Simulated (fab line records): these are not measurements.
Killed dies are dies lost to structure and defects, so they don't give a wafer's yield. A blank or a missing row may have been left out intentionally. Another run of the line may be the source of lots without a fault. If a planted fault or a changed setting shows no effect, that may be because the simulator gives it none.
fab line records / flow nandHarc
record lots=13 wafers=39 lastDay=33
route steps=1302 shown A_CONTACT@999
lots untouched by any fault: they come from a run of this same line in which no faults occurred
startH: start of the lot's first displayed wafer, in hours after the record's first day / waitH: hours since the lot's step before / " unchanged from the row above / L1.1+2: several wafers, shown together as one row / - no value present, or no start provided / * or withheld: withheld / < > ~ a bound
route shown NAME@n: names a module that has steps shown in the file, with the first one's number in the route / usual: the fault-free wafers' mean and standard deviation / same: alike in all rows / chamber/n: place in a boat / sites: the reading at each site / _std_site: standard deviation across them / _edge_site: mean of outer sites minus mean of inner sites / radiusMm: how far each site lies from the wafer's centre / mask NAME#n: copy n / behind: the last tool/chamber to shape the wafer / hold: cause of the lot's hold/its duration in hours/its outcome / device: transistor that didn't switch, given as n, p or np / end of line: the tests these same wafers got at the end of their route / a step given without rows: its recipe and nothing more / killed: dies lost to structure and defects at the first sort, not the wafer's yield / map: shows each die of a wafer: x if killed, . if not, _ if none is there
set.NAME: the setting the step ran with; set.NAME@STEP: the setting that earlier step ran with / model.NAME: the simulator's own value behind a step, which no gauge read
one table for each step of the route and one row for each wafer, over a sample of lots
services: when a tool's chamber went out of use (startH, in hours from the record's first day, below 0 if earlier), for how many hours, and the reason
## steps
# step NHARC_A_CONTACT_INSPECT_44
# usual rawDefectCount=80/44
lot.wafer=L844.1 tool=defectInspect-02 chamber=- startH=493.16 waitH=0.1 rawDefectCount=73
lot.wafer=L844.2 tool=defectInspect-02 chamber=- startH=493.16 waitH=0.1 rawDefectCount=73
lot.wafer=L844.4 tool=defectInspect-02 chamber=- startH=493.16 waitH=0.1 rawDefectCount=65
lot.wafer=L846.2 tool=defectInspect-02 chamber=- startH=507.66 waitH=0.1 rawDefectCount=68
lot.wafer=L846.3 tool=defectInspect-02 chamber=- startH=507.66 waitH=0.1 rawDefectCount=68
lot.wafer=L846.4 tool=defectInspect-02 chamber=- startH=507.66 waitH=0.1 rawDefectCount=52
lot.wafer=L851.3 tool=defectInspect-02 chamber=- startH=565.26 waitH=0.0 rawDefectCount=121
lot.wafer=L851.4 tool=defectInspect-02 chamber=- startH=565.26 waitH=0.0 rawDefectCount=103
lot.wafer=L851.5 tool=defectInspect-02 chamber=- startH=565.26 waitH=0.0 rawDefectCount=102
lot.wafer=L857.2 tool=defectInspect-02 chamber=- startH=615.29 waitH=0.0 rawDefectCount=92
lot.wafer=L857.3 tool=defectInspect-02 chamber=- startH=615.29 waitH=0.0 rawDefectCount=89
lot.wafer=L857.6 tool=defectInspect-02 chamber=- startH=615.29 waitH=0.0 rawDefectCount=88
lot.wafer=L856.2 tool=defectInspect-01 chamber=- startH=615.81 waitH=0.0 rawDefectCount=62
lot.wafer=L856.3 tool=defectInspect-01 chamber=- startH=615.81 waitH=0.0 rawDefectCount=51
lot.wafer=L856.4 tool=defectInspect-01 chamber=- startH=615.81 waitH=0.0 rawDefectCount=58
lot.wafer=L858.3 tool=defectInspect-01 chamber=- startH=634.51 waitH=0.0 rawDefectCount=54
lot.wafer=L858.4 tool=defectInspect-01 chamber=- startH=634.51 waitH=0.0 rawDefectCount=38
lot.wafer=L858.6 tool=defectInspect-01 chamber=- startH=634.51 waitH=0.0 rawDefectCount=47
lot.wafer=L860.1 tool=defectInspect-02 chamber=- startH=660.81 waitH=0.0 rawDefectCount=121
lot.wafer=L860.2 tool=defectInspect-02 chamber=- startH=660.81 waitH=0.0 rawDefectCount=126
lot.wafer=L860.3 tool=defectInspect-02 chamber=- startH=660.81 waitH=0.0 rawDefectCount=103
lot.wafer=L861.2 tool=defectInspect-02 chamber=- startH=660.97 waitH=0.0 rawDefectCount=75
lot.wafer=L861.3 tool=defectInspect-02 chamber=- startH=660.97 waitH=0.0 rawDefectCount=73
lot.wafer=L861.6 tool=defectInspect-02 chamber=- startH=660.97 waitH=0.0 rawDefectCount=82
lot.wafer=L863.2 tool=defectInspect-02 chamber=- startH=677.66 waitH=0.0 rawDefectCount=99
lot.wafer=L863.3 tool=defectInspect-02 chamber=- startH=677.66 waitH=0.0 rawDefectCount=102
lot.wafer=L863.5 tool=defectInspect-02 chamber=- startH=677.66 waitH=0.0 rawDefectCount=113
lot.wafer=L862.3 tool=defectInspect-01 chamber=- startH=681.85 waitH=0.0 rawDefectCount=29
lot.wafer=L862.4 tool=defectInspect-01 chamber=- startH=681.85 waitH=0.0 rawDefectCount=27
lot.wafer=L862.5 tool=defectInspect-01 chamber=- startH=681.85 waitH=0.0 rawDefectCount=31
lot.wafer=L865.3 tool=defectInspect-01 chamber=- startH=695.53 waitH=0.0 rawDefectCount=24
lot.wafer=L865.5 tool=defectInspect-01 chamber=- startH=695.53 waitH=0.0 rawDefectCount=34
lot.wafer=L865.6 tool=defectInspect-01 chamber=- startH=695.53 waitH=0.0 rawDefectCount=29
lot.wafer=L864.1 tool=defectInspect-01 chamber=- startH=696.19 waitH=0.0 rawDefectCount=66
lot.wafer=L864.3 tool=defectInspect-01 chamber=- startH=696.19 waitH=0.0 rawDefectCount=90
lot.wafer=L864.4 tool=defectInspect-01 chamber=- startH=696.19 waitH=0.0 rawDefectCount=84
lot.wafer=L866.1 tool=defectInspect-01 chamber=- startH=710.60 waitH=0.0 rawDefectCount=98
lot.wafer=L866.3 tool=defectInspect-01 chamber=- startH=710.60 waitH=0.0 rawDefectCount=91
lot.wafer=L866.5 tool=defectInspect-01 chamber=- startH=710.60 waitH=0.0 rawDefectCount=90
# step NHARC_A_CONTACT_ETCH_51
# recipe targetDepthA=70000 overEtchFrac=0.3 timeS=1820 ionEnergyEv=150 o2FlowSccm=400 cosFlowSccm=20 arFlowSccm=0 rfW=500 biasW=300 chemistry=O2/COS
# usual drypumpMotorCurrentA=5.8/0.4 oesProductAu=1.004/0.013 rfVppV=314.2/2.4 runLengthS=1841.4/0.45 showerheadPlenumPTorr=3.13/0.15 throttleValvePct=28.331/0.0095
lot.wafer=L844.2 tool=rieDiel-01 chamber=1 startH=493.84 waitH=- drypumpMotorCurrentA=5.4 oesProductAu=0.993 rfHoursCounterH=21 rfVppV=318.6 runLengthS=1840.8 showerheadPlenumPTorr=3.36 throttleValvePct=28.338
lot.wafer=L844.1 tool=rieDiel-01 chamber=2 startH=493.84 waitH=- drypumpMotorCurrentA=5.9 oesProductAu=0.979 rfHoursCounterH=21 rfVppV=313.7 runLengthS=1841.4 showerheadPlenumPTorr=3.02 throttleValvePct=28.334
lot.wafer=L844.4 tool=rieDiel-01 chamber=3 startH=493.84 waitH=- drypumpMotorCurrentA=5.2 oesProductAu=1.007 rfHoursCounterH=21 rfVppV=310.3 runLengthS=1841.9 showerheadPlenumPTorr=2.91 throttleValvePct=28.338
lot.wafer=L846.2 tool=rieDiel-01 chamber=0 startH=508.33 waitH=- drypumpMotorCurrentA=6.3 oesProductAu=1.024 rfHoursCounterH=22 rfVppV=316.2 runLengthS=1841.5 showerheadPlenumPTorr=3.21 throttleValvePct=28.339
lot.wafer=L846.3 tool=rieDiel-01 chamber=1 startH=508.33 waitH=- drypumpMotorCurrentA=5.4 oesProductAu=0.997 rfHoursCounterH=25 rfVppV=318.4 runLengthS=1840.7 showerheadPlenumPTorr=3.36 throttleValvePct=28.309
lot.wafer=L846.4 tool=rieDiel-01 chamber=2 startH=508.33 waitH=- drypumpMotorCurrentA=5.9 oesProductAu=0.993 rfHoursCounterH=26 rfVppV=311.4 runLengthS=1841.2 showerheadPlenumPTorr=3.02 throttleValvePct=28.328
lot.wafer=L851.3 tool=rieDiel-13 chamber=2 startH=566.09 waitH=- drypumpMotorCurrentA=6.2 oesProductAu=1.009 rfHoursCounterH=14 rfVppV=310.8 runLengthS=1841.5 showerheadPlenumPTorr=2.97 throttleValvePct=28.345
lot.wafer=L851.5 tool=rieDiel-13 chamber=2 startH=566.09 waitH=- drypumpMotorCurrentA=6.2 oesProductAu=1.016 rfHoursCounterH=- rfVppV=312.5 runLengthS=1841.4 showerheadPlenumPTorr=2.96 throttleValvePct=28.315
lot.wafer=L851.4 tool=rieDiel-13 chamber=0 startH=566.09 waitH=- drypumpMotorCurrentA=5.4 oesProductAu=1.005 rfHoursCounterH=- rfVppV=312.5 runLengthS=1331.6 showerheadPlenumPTorr=3.02 throttleValvePct=28.342
lot.wafer=L857.3 tool=rieDiel-03 chamber=1 startH=616.01 waitH=- drypumpMotorCurrentA=6.0 oesProductAu=1.013 rfHoursCounterH=35 rfVppV=315.3 runLengthS=1842.0 showerheadPlenumPTorr=3.27 throttleValvePct=28.336
lot.wafer=L857.2 tool=rieDiel-03 chamber=3 startH=616.01 waitH=- drypumpMotorCurrentA=5.8 oesProductAu=1.005 rfHoursCounterH=28 rfVppV=313.2 runLengthS=1840.5 showerheadPlenumPTorr=3.17 throttleValvePct=28.343
lot.wafer=L857.6 tool=rieDiel-03 chamber=2 startH=616.01 waitH=- drypumpMotorCurrentA=6.1 oesProductAu=1.017 rfHoursCounterH=- rfVppV=316.8 runLengthS=1841.3 showerheadPlenumPTorr=3.36 throttleValvePct=28.317
lot.wafer=L856.3 tool=rieDiel-03 chamber=0 startH=617.21 waitH=- drypumpMotorCurrentA=6.0 oesProductAu=1.020 rfHoursCounterH=34 rfVppV=313.5 runLengthS=1841.7 showerheadPlenumPTorr=3.06 throttleValvePct=28.331
lot.wafer=L856.4 tool=rieDiel-03 chamber=1 startH=617.21 waitH=- drypumpMotorCurrentA=5.9 oesProductAu=1.011 rfHoursCounterH=36 rfVppV=316.5 runLengthS=1841.7 showerheadPlenumPTorr=3.26 throttleValvePct=28.330
lot.wafer=L856.2 tool=rieDiel-03 chamber=2 startH=617.21 waitH=- drypumpMotorCurrentA=6.1 oesProductAu=1.021 rfHoursCounterH=31 rfVppV=316.8 runLengthS=1840.9 showerheadPlenumPTorr=3.36 throttleValvePct=28.337
lot.wafer=L858.3 tool=rieDiel-01 chamber=0 startH=635.62 waitH=- drypumpMotorCurrentA=6.3 oesProductAu=1.011 rfHoursCounterH=9 rfVppV=317.0 runLengthS=1841.7 showerheadPlenumPTorr=3.21 throttleValvePct=28.328
lot.wafer=L858.4 tool=rieDiel-01 chamber=2 startH=635.62 waitH=- drypumpMotorCurrentA=5.9 oesProductAu=0.989 rfHoursCounterH=- rfVppV=312.6 runLengthS=1841.1 showerheadPlenumPTorr=3.01 throttleValvePct=28.348
lot.wafer=L858.6 tool=rieDiel-01 chamber=3 startH=635.62 waitH=- drypumpMotorCurrentA=5.2 oesProductAu=1.000 rfHoursCounterH=- rfVppV=310.6 runLengthS=1842.3 showerheadPlenumPTorr=2.90 throttleValvePct=28.326
lot.wafer=L861.2 tool=rieDiel-03 chamber=1 startH=661.64 waitH=- drypumpMotorCurrentA=6.0 oesProductAu=1.008 rfHoursCounterH=50 rfVppV=315.1 runLengthS=1841.4 showerheadPlenumPTorr=3.26 throttleValvePct=28.327
lot.wafer=L861.3 tool=rieDiel-03 chamber=3 startH=661.64 waitH=- drypumpMotorCurrentA=5.8 oesProductAu=1.010 rfHoursCounterH=44 rfVppV=315.6 runLengthS=1840.6 showerheadPlenumPTorr=3.16 throttleValvePct=28.328
lot.wafer=L861.6 tool=rieDiel-03 chamber=2 startH=661.64 waitH=- drypumpMotorCurrentA=6.1 oesProductAu=1.020 rfHoursCounterH=- rfVppV=316.0 runLengthS=1841.1 showerheadPlenumPTorr=3.35 throttleValvePct=28.329
lot.wafer=L860.3 tool=rieDiel-01 chamber=3 startH=661.72 waitH=- drypumpMotorCurrentA=5.1 oesProductAu=1.000 rfHoursCounterH=15 rfVppV=310.6 runLengthS=1841.8 showerheadPlenumPTorr=2.90 throttleValvePct=28.332
lot.wafer=L860.2 tool=rieDiel-01 chamber=0 startH=661.72 waitH=- drypumpMotorCurrentA=6.3 oesProductAu=1.019 rfHoursCounterH=14 rfVppV=315.1 runLengthS=1841.5 showerheadPlenumPTorr=3.20 throttleValvePct=28.316
lot.wafer=L860.1 tool=rieDiel-01 chamber=1 startH=661.72 waitH=- drypumpMotorCurrentA=5.4 oesProductAu=0.980 rfHoursCounterH=7 rfVppV=318.5 runLengthS=1840.5 showerheadPlenumPTorr=3.35 throttleValvePct=28.332
lot.wafer=L863.2 tool=rieDiel-01 chamber=2 startH=678.46 waitH=- drypumpMotorCurrentA=5.9 oesProductAu=0.988 rfHoursCounterH=18 rfVppV=312.1 runLengthS=1841.6 showerheadPlenumPTorr=3.01 throttleValvePct=28.324
lot.wafer=L863.3 tool=rieDiel-01 chamber=0 startH=678.46 waitH=- drypumpMotorCurrentA=6.3 oesProductAu=1.017 rfHoursCounterH=16 rfVppV=316.3 runLengthS=1841.5 showerheadPlenumPTorr=3.20 throttleValvePct=28.326
lot.wafer=L863.5 tool=rieDiel-01 chamber=1 startH=678.46 waitH=- drypumpMotorCurrentA=5.4 oesProductAu=0.991 rfHoursCounterH=- rfVppV=318.0 runLengthS=1840.7 showerheadPlenumPTorr=3.35 throttleValvePct=28.316
lot.wafer=L862.3 tool=rieDiel-13 chamber=1 startH=682.53 waitH=- drypumpMotorCurrentA=5.6 oesProductAu=1.016 rfHoursCounterH=44 rfVppV=313.7 runLengthS=1840.7 showerheadPlenumPTorr=3.08 throttleValvePct=28.321
lot.wafer=L862.4 tool=rieDiel-13 chamber=0 startH=682.53 waitH=- drypumpMotorCurrentA=5.4 oesProductAu=1.012 rfHoursCounterH=53 rfVppV=313.6 runLengthS=1841.9 showerheadPlenumPTorr=3.00 throttleValvePct=28.315
lot.wafer=L862.5 tool=rieDiel-13 chamber=1 startH=682.53 waitH=- drypumpMotorCurrentA=5.6 oesProductAu=1.023 rfHoursCounterH=- rfVppV=313.4 runLengthS=1841.4 showerheadPlenumPTorr=3.08 throttleValvePct=28.328
lot.wafer=L865.3 tool=rieDiel-01 chamber=0 startH=696.65 waitH=- drypumpMotorCurrentA=6.3 oesProductAu=1.015 rfHoursCounterH=19 rfVppV=315.9 runLengthS=1841.5 showerheadPlenumPTorr=3.20 throttleValvePct=28.327
lot.wafer=L865.6 tool=rieDiel-01 chamber=1 startH=696.65 waitH=- drypumpMotorCurrentA=5.5 oesProductAu=1.004 rfHoursCounterH=- rfVppV=318.3 runLengthS=1840.7 showerheadPlenumPTorr=3.35 throttleValvePct=28.327
lot.wafer=L865.5 tool=rieDiel-01 chamber=2 startH=696.65 waitH=- drypumpMotorCurrentA=5.9 oesProductAu=0.983 rfHoursCounterH=- rfVppV=312.6 runLengthS=1841.2 showerheadPlenumPTorr=3.00 throttleValvePct=28.321
lot.wafer=L864.1 tool=rieDiel-01 chamber=0 startH=697.22 waitH=- drypumpMotorCurrentA=6.3 oesProductAu=1.012 rfHoursCounterH=19 rfVppV=314.6 runLengthS=1841.6 showerheadPlenumPTorr=3.20 throttleValvePct=28.334
lot.wafer=L864.4 tool=rieDiel-01 chamber=1 startH=697.22 waitH=- drypumpMotorCurrentA=5.4 oesProductAu=0.993 rfHoursCounterH=14 rfVppV=317.0 runLengthS=1840.6 showerheadPlenumPTorr=3.35 throttleValvePct=28.326
lot.wafer=L864.3 tool=rieDiel-01 chamber=3 startH=697.22 waitH=- drypumpMotorCurrentA=5.2 oesProductAu=1.012 rfHoursCounterH=21 rfVppV=311.7 runLengthS=1841.7 showerheadPlenumPTorr=2.89 throttleValvePct=28.327
lot.wafer=L866.3 tool=rieDiel-01 chamber=3 startH=711.28 waitH=- drypumpMotorCurrentA=5.2 oesProductAu=1.009 rfHoursCounterH=24 rfVppV=310.5 runLengthS=1841.8 showerheadPlenumPTorr=2.89 throttleValvePct=28.330
lot.wafer=L866.1 tool=rieDiel-01 chamber=2 startH=711.28 waitH=- drypumpMotorCurrentA=5.9 oesProductAu=0.981 rfHoursCounterH=26 rfVppV=312.1 runLengthS=1841.2 showerheadPlenumPTorr=3.00 throttleValvePct=28.332
lot.wafer=L866.5 tool=rieDiel-01 chamber=3 startH=711.28 waitH=- drypumpMotorCurrentA=5.1 oesProductAu=1.006 rfHoursCounterH=- rfVppV=309.1 runLengthS=1841.8 showerheadPlenumPTorr=2.89 throttleValvePct=28.354
# step NHARC_A_CONTACT_ETCH_115
# recipe sourceW=withheld pressureMtorr=20 biasV=3000 timeS=190 targetDepthA=18500 arFlowSccm=withheld c4f8FlowSccm=withheld o2FlowSccm=withheld chemistry=C4F8/O2/Ar
# usual runLengthS=190/0
lot.wafer=L844.2 tool=harCapEtch-01 chamber=0 startH=495.76 waitH=0.1 rfHoursCounterH=125 runLengthS=190
lot.wafer=L844.1 tool=harCapEtch-01 chamber=1 startH=495.76 waitH=0.1 rfHoursCounterH=125 runLengthS=190
lot.wafer=L844.4 tool=harCapEtch-01 chamber=1 startH=495.76 waitH=0.1 rfHoursCounterH=- runLengthS=190
lot.wafer=L846.2 tool=harCapEtch-02 chamber=0 startH=510.49 waitH=0.2 rfHoursCounterH=87 runLengthS=190
lot.wafer=L846.4 tool=harCapEtch-02 chamber=0 startH=510.49 waitH=0.2 rfHoursCounterH=- runLengthS=190
lot.wafer=L846.3 tool=harCapEtch-02 chamber=1 startH=510.49 waitH=0.2 rfHoursCounterH=- runLengthS=190
lot.wafer=L851.3 tool=harCapEtch-03 chamber=0 startH=568.32 waitH=0.1 rfHoursCounterH=- runLengthS=190
lot.wafer=L851.4 tool=harCapEtch-03 chamber=1 startH=568.32 waitH=0.1 rfHoursCounterH=- runLengthS=190
lot.wafer=L851.5 tool=harCapEtch-03 chamber=1 startH=568.32 waitH=0.1 rfHoursCounterH=- runLengthS=190
lot.wafer=L857.2 tool=harCapEtch-02 chamber=0 startH=617.95 waitH=0.1 rfHoursCounterH=111 runLengthS=190
lot.wafer=L857.3 tool=harCapEtch-02 chamber=1 startH=617.95 waitH=0.1 rfHoursCounterH=- runLengthS=190
lot.wafer=L857.6 tool=harCapEtch-02 chamber=1 startH=617.95 waitH=0.1 rfHoursCounterH=- runLengthS=190
lot.wafer=L856.2 tool=harCapEtch-03 chamber=1 startH=619.16 waitH=0.1 rfHoursCounterH=62 runLengthS=190
lot.wafer=L856.4 tool=harCapEtch-03 chamber=0 startH=619.16 waitH=0.1 rfHoursCounterH=- runLengthS=190
lot.wafer=L856.3 tool=harCapEtch-03 chamber=1 startH=619.16 waitH=0.1 rfHoursCounterH=- runLengthS=190
lot.wafer=L858.4 tool=harCapEtch-01 chamber=0 startH=637.51 waitH=0.1 rfHoursCounterH=- runLengthS=190
lot.wafer=L858.3 tool=harCapEtch-01 chamber=1 startH=637.51 waitH=0.1 rfHoursCounterH=- runLengthS=190
lot.wafer=L858.6 tool=harCapEtch-01 chamber=0 startH=637.51 waitH=0.1 rfHoursCounterH=- runLengthS=190
lot.wafer=L860.2 tool=harCapEtch-01 chamber=0 startH=663.51 waitH=0.1 rfHoursCounterH=24 runLengthS=190
lot.wafer=L860.1 tool=harCapEtch-01 chamber=1 startH=663.51 waitH=0.1 rfHoursCounterH=24 runLengthS=190
lot.wafer=L860.3 tool=harCapEtch-01 chamber=1 startH=663.51 waitH=0.1 rfHoursCounterH=- runLengthS=190
lot.wafer=L861.2 tool=harCapEtch-03 chamber=0 startH=663.84 waitH=0.2 rfHoursCounterH=70 runLengthS=190
lot.wafer=L861.3 tool=harCapEtch-03 chamber=0 startH=663.84 waitH=0.2 rfHoursCounterH=- runLengthS=190
lot.wafer=L861.6 tool=harCapEtch-03 chamber=1 startH=663.84 waitH=0.2 rfHoursCounterH=- runLengthS=190
lot.wafer=L863.2 tool=harCapEtch-03 chamber=1 startH=680.49 waitH=0.2 rfHoursCounterH=72 runLengthS=190
lot.wafer=L863.3 tool=harCapEtch-03 chamber=1 startH=680.49 waitH=0.2 rfHoursCounterH=- runLengthS=190
lot.wafer=L863.5 tool=harCapEtch-03 chamber=0 startH=680.49 waitH=0.2 rfHoursCounterH=- runLengthS=190
lot.wafer=L862.3 tool=harCapEtch-01 chamber=0 startH=684.50 waitH=0.1 rfHoursCounterH=- runLengthS=190
lot.wafer=L862.4 tool=harCapEtch-01 chamber=1 startH=684.50 waitH=0.1 rfHoursCounterH=- runLengthS=190
lot.wafer=L862.5 tool=harCapEtch-01 chamber=1 startH=684.50 waitH=0.1 rfHoursCounterH=- runLengthS=190
lot.wafer=L865.3 tool=harCapEtch-03 chamber=1 startH=698.54 waitH=0.2 rfHoursCounterH=- runLengthS=190
lot.wafer=L865.6 tool=harCapEtch-03 chamber=0 startH=698.54 waitH=0.2 rfHoursCounterH=- runLengthS=190
lot.wafer=L865.5 tool=harCapEtch-03 chamber=1 startH=698.54 waitH=0.2 rfHoursCounterH=- runLengthS=190
lot.wafer=L864.1 tool=harCapEtch-02 chamber=0 startH=699.17 waitH=0.1 rfHoursCounterH=124 runLengthS=190
lot.wafer=L864.3 tool=harCapEtch-02 chamber=1 startH=699.17 waitH=0.1 rfHoursCounterH=- runLengthS=190
lot.wafer=L864.4 tool=harCapEtch-02 chamber=0 startH=699.17 waitH=0.1 rfHoursCounterH=- runLengthS=190
lot.wafer=L866.1 tool=harCapEtch-03 chamber=1 startH=713.46 waitH=0.2 rfHoursCounterH=79 runLengthS=190
lot.wafer=L866.3 tool=harCapEtch-03 chamber=0 startH=713.46 waitH=0.2 rfHoursCounterH=- runLengthS=190
lot.wafer=L866.5 tool=harCapEtch-03 chamber=0 startH=713.46 waitH=0.2 rfHoursCounterH=- runLengthS=190
# step NHARC_A_CONTACT_ETCH_119
# recipe sourceW=withheld pressureMtorr=20 biasV=3000 timeS=190 targetDepthA=18500 arFlowSccm=withheld c4f8FlowSccm=withheld o2FlowSccm=withheld chemistry=C4F8/O2/Ar
# usual runLengthS=190/0
lot.wafer=L844.2 tool=harCapEtch-01 chamber=0 startH=496.44 waitH=0.1 rfHoursCounterH=126 runLengthS=190
lot.wafer=L844.1 tool=harCapEtch-01 chamber=1 startH=496.44 waitH=0.1 rfHoursCounterH=126 runLengthS=190
lot.wafer=L844.4 tool=harCapEtch-01 chamber=1 startH=496.44 waitH=0.1 rfHoursCounterH=- runLengthS=190
lot.wafer=L846.2 tool=harCapEtch-02 chamber=0 startH=511.22 waitH=0.1 rfHoursCounterH=88 runLengthS=190
lot.wafer=L846.4 tool=harCapEtch-02 chamber=0 startH=511.22 waitH=0.1 rfHoursCounterH=- runLengthS=190
lot.wafer=L846.3 tool=harCapEtch-02 chamber=1 startH=511.22 waitH=0.1 rfHoursCounterH=- runLengthS=190
lot.wafer=L851.3 tool=harCapEtch-03 chamber=0 startH=569.00 waitH=0.1 rfHoursCounterH=- runLengthS=190
lot.wafer=L851.4 tool=harCapEtch-03 chamber=1 startH=569.00 waitH=0.1 rfHoursCounterH=- runLengthS=190
lot.wafer=L851.5 tool=harCapEtch-03 chamber=1 startH=569.00 waitH=0.1 rfHoursCounterH=- runLengthS=190
lot.wafer=L857.2 tool=harCapEtch-02 chamber=0 startH=618.64 waitH=0.1 rfHoursCounterH=111 runLengthS=190
lot.wafer=L857.3 tool=harCapEtch-02 chamber=1 startH=618.64 waitH=0.1 rfHoursCounterH=- runLengthS=190
lot.wafer=L857.6 tool=harCapEtch-02 chamber=1 startH=618.64 waitH=0.1 rfHoursCounterH=- runLengthS=190
lot.wafer=L856.2 tool=harCapEtch-03 chamber=1 startH=619.84 waitH=0.1 rfHoursCounterH=63 runLengthS=190
lot.wafer=L856.4 tool=harCapEtch-03 chamber=0 startH=619.84 waitH=0.1 rfHoursCounterH=- runLengthS=190
lot.wafer=L856.3 tool=harCapEtch-03 chamber=1 startH=619.84 waitH=0.1 rfHoursCounterH=- runLengthS=190
lot.wafer=L858.4 tool=harCapEtch-01 chamber=0 startH=638.19 waitH=0.1 rfHoursCounterH=- runLengthS=190
lot.wafer=L858.3 tool=harCapEtch-01 chamber=1 startH=638.19 waitH=0.1 rfHoursCounterH=- runLengthS=190
lot.wafer=L858.6 tool=harCapEtch-01 chamber=0 startH=638.19 waitH=0.1 rfHoursCounterH=- runLengthS=190
lot.wafer=L860.2 tool=harCapEtch-01 chamber=0 startH=664.19 waitH=0.1 rfHoursCounterH=25 runLengthS=190
lot.wafer=L860.1 tool=harCapEtch-01 chamber=1 startH=664.19 waitH=0.1 rfHoursCounterH=25 runLengthS=190
lot.wafer=L860.3 tool=harCapEtch-01 chamber=1 startH=664.19 waitH=0.1 rfHoursCounterH=- runLengthS=190
lot.wafer=L861.2 tool=harCapEtch-03 chamber=0 startH=664.76 waitH=0.2 rfHoursCounterH=70 runLengthS=190
lot.wafer=L861.3 tool=harCapEtch-03 chamber=0 startH=664.76 waitH=0.2 rfHoursCounterH=- runLengthS=190
lot.wafer=L861.6 tool=harCapEtch-03 chamber=1 startH=664.76 waitH=0.2 rfHoursCounterH=- runLengthS=190
lot.wafer=L863.2 tool=harCapEtch-03 chamber=1 startH=681.40 waitH=0.2 rfHoursCounterH=72 runLengthS=190
lot.wafer=L863.3 tool=harCapEtch-03 chamber=1 startH=681.40 waitH=0.2 rfHoursCounterH=- runLengthS=190
lot.wafer=L863.5 tool=harCapEtch-03 chamber=0 startH=681.40 waitH=0.2 rfHoursCounterH=- runLengthS=190
lot.wafer=L862.3 tool=harCapEtch-01 chamber=0 startH=685.18 waitH=0.1 rfHoursCounterH=- runLengthS=190
lot.wafer=L862.4 tool=harCapEtch-01 chamber=1 startH=685.18 waitH=0.1 rfHoursCounterH=- runLengthS=190
lot.wafer=L862.5 tool=harCapEtch-01 chamber=1 startH=685.18 waitH=0.1 rfHoursCounterH=- runLengthS=190
lot.wafer=L865.3 tool=harCapEtch-03 chamber=1 startH=699.45 waitH=0.2 rfHoursCounterH=- runLengthS=190
lot.wafer=L865.6 tool=harCapEtch-03 chamber=0 startH=699.45 waitH=0.2 rfHoursCounterH=- runLengthS=190
lot.wafer=L865.5 tool=harCapEtch-03 chamber=1 startH=699.45 waitH=0.2 rfHoursCounterH=- runLengthS=190
lot.wafer=L864.1 tool=harCapEtch-02 chamber=0 startH=699.85 waitH=0.1 rfHoursCounterH=125 runLengthS=190
lot.wafer=L864.3 tool=harCapEtch-02 chamber=1 startH=699.85 waitH=0.1 rfHoursCounterH=- runLengthS=190
lot.wafer=L864.4 tool=harCapEtch-02 chamber=0 startH=699.85 waitH=0.1 rfHoursCounterH=- runLengthS=190
lot.wafer=L866.1 tool=harCapEtch-03 chamber=1 startH=714.37 waitH=0.2 rfHoursCounterH=80 runLengthS=190
lot.wafer=L866.3 tool=harCapEtch-03 chamber=0 startH=714.37 waitH=0.2 rfHoursCounterH=- runLengthS=190
lot.wafer=L866.5 tool=harCapEtch-03 chamber=0 startH=714.37 waitH=0.2 rfHoursCounterH=- runLengthS=190
## services
tool=rieDiel-01 chamber=0 startH=484.88 hours=6.7 kind=repair
tool=rieDiel-01 chamber=1 startH=487.95 hours=- kind=clean
tool=rieDiel-01 chamber=2 startH=487.95 hours=- kind=clean
tool=rieDiel-01 chamber=3 startH=487.95 hours=- kind=clean
tool=harCapEtch-01 chamber=- startH=490.05 hours=1.6 kind=repair
tool=harCapEtch-01 chamber=- startH=497.64 hours=17.0 kind=pm
tool=harCapEtch-01 chamber=0 startH=497.64 hours=17.0 kind=ventCycle
tool=harCapEtch-01 chamber=1 startH=497.64 hours=17.0 kind=ventCycle
tool=rieDiel-01 chamber=0 startH=512.45 hours=- kind=clean
tool=rieDiel-01 chamber=1 startH=512.45 hours=- kind=clean
tool=rieDiel-01 chamber=2 startH=512.45 hours=- kind=clean
tool=rieDiel-01 chamber=3 startH=512.45 hours=- kind=clean
tool=rieDiel-03 chamber=- startH=515.03 hours=9.0 kind=pm
tool=rieDiel-13 chamber=- startH=519.98 hours=9.0 kind=pm
tool=rieDiel-01 chamber=- startH=557.95 hours=9.0 kind=pm
tool=rieDiel-13 chamber=1 startH=560.85 hours=12.8 kind=repair
tool=rieDiel-13 chamber=0 startH=610.55 hours=8.2 kind=repair
tool=rieDiel-13 chamber=1 startH=628.30 hours=5.6 kind=repair
tool=rieDiel-01 chamber=- startH=636.88 hours=0.2 kind=repair
tool=harCapEtch-01 chamber=- startH=646.29 hours=0.3 kind=repair
tool=rieDiel-01 chamber=1 startH=656.12 hours=5.1 kind=repair
tool=harCapEtch-01 chamber=- startH=686.42 hours=0.4 kind=repair
tool=rieDiel-03 chamber=- startH=692.03 hours=9.0 kind=pm
tool=rieDiel-13 chamber=- startH=697.05 hours=9.0 kind=pm
## key
firstSign step=NHARC_A_CONTACT_ETCH_51 reading=runLengthS direction=down sigmas=99+ usual=* struck=*
effect none on later readings
metAt NHARC_A_CONTACT_ETCH_51
struckLots L851
struckWafers L851.4
laterRowsLeftOut L851.4
sortLeftOut L851.4
testerLeftOut L851
notActingAt NHARC_A_CONTACT_INSPECT_44,NHARC_A_CONTACT_ETCH_115,NHARC_A_CONTACT_ETCH_119
fault kind=processParameterDrift tool=rieDiel-13 chamber=0 onsetH=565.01 steps=NHARC_A_CONTACT_ETCH_51 channel=timeS offset=* shape=step endH=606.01 actsIn=* stated=*
# testerLeftOut: of these lots the tester's yield and bins aren't shown, on N5 and GAA mostly nor the transistor test; their killed dies are dies lost to structure and defects alone, not to doping, threshold or leakage, so they don't give the yield
# sortLeftOut: the simulated sort isn't trusted on such a fault, so these wafers' sort isn't shown, and their yield isn't known
# laterRowsLeftOut: the simulator's readings of these wafers behind a module that went badly wrong aren't trusted and aren't shown, but for the sort
